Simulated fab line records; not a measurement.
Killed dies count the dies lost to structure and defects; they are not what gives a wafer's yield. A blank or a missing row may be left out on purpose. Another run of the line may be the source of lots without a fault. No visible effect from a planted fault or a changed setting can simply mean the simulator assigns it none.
Matching of chambers | flow nandHarc | 4 sister chambers for NHARC_A_CONTACT_DESCUM_47 on rieDiel-08
The step chemistry O2, time 3 s. 14 wafers are shown with their chamber, then 7 later ones without.

## WAFERS, EACH WITH ITS CHAMBER
wafer  | chamber | drypumpMotorCurrentA (A) | showerheadPlenumPTorr (Torr) | oesProductAu (a.u.)
L233.1 | 0       | 5.6                      | 1.85                         | 1.006
L233.3 | 3       | 6.5                      | 1.89                         | 0.996
L233.6 | 0       | 5.6                      | 1.85                         | 1.003
L232.2 | 3       | 6.4                      | 1.89                         | 1.000
L232.3 | 1       | 6.6                      | 1.88                         | 0.985
L232.6 | 2       | 5.7                      | 1.85                         | 0.973
L236.1 | 3       | 6.5                      | 1.89                         | 0.988
L236.4 | 2       | 5.7                      | 1.85                         | 0.980
L236.6 | 0       | 5.6                      | 1.85                         | 1.002
L238.1 | 0       | 5.6                      | 1.85                         | 0.988
L238.4 | 3       | 6.5                      | 1.88                         | 0.989
L238.5 | 0       | 5.6                      | 1.85                         | 0.989
L243.1 | 0       | 5.6                      | 1.85                         | 1.003
L243.4 | 3       | 6.5                      | 1.88                         | 0.996

SIGNATURES (means of the wafers above)
reading               | chamber 0 | chamber 1 | chamber 2 | chamber 3 | scatter within a chamber
drypumpMotorCurrentA  | 5.600     | 6.600     | 5.700     | 6.480     | 0.0283
showerheadPlenumPTorr | 1.8500    | 1.8800    | 1.8500    | 1.8860    | 0.00346
oesProductAu          | 0.99850   | 0.98500   | 0.97650   | 0.99380   | 0.00662
Rule: a wafer lies at a distance from a chamber equal to the root of the sum of squares, over the readings, of (its reading less the chamber's mean, divided by the reading's scatter). If the next closest chamber is less than 2 further off than the closest, the wafer can't be placed; otherwise it belongs to the closest. The scatter is the square root of a quotient: the sum, over the shown wafers, of each reading's squared deviation from its chamber's mean, divided by wafers minus chambers.

## WAFERS WITH NO CHAMBER GIVEN
wafer  | drypumpMotorCurrentA (A) | showerheadPlenumPTorr (Torr) | oesProductAu (a.u.)
L243.6 | 5.6                      | 1.85                         | 1.002
L248.1 | 6.5                      | 1.88                         | 1.005
L248.4 | 5.7                      | 1.84                         | 0.994
L248.6 | 5.6                      | 1.85                         | 1.006
L252.1 | 6.5                      | 1.88                         | 1.001
L252.2 | 6.6                      | 1.87                         | 0.989
L252.4 | 5.7                      | 1.84                         | 0.969

## WHICH CHAMBER EACH WENT THROUGH
wafer  | from the rows above     | in truth
L243.6 | 0                       | 0
L248.1 | 3                       | 3
L248.4 | can't be placed: 2 or 0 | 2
L248.6 | 0                       | 0
L252.1 | 3                       | 3
L252.2 | 1                       | 1
L252.4 | 2                       | 2
Correct placement for 6 of the 7. Can't be placed from these rows: 1 (the true chamber is among the candidates in 1). Number placed wrongly: 0.
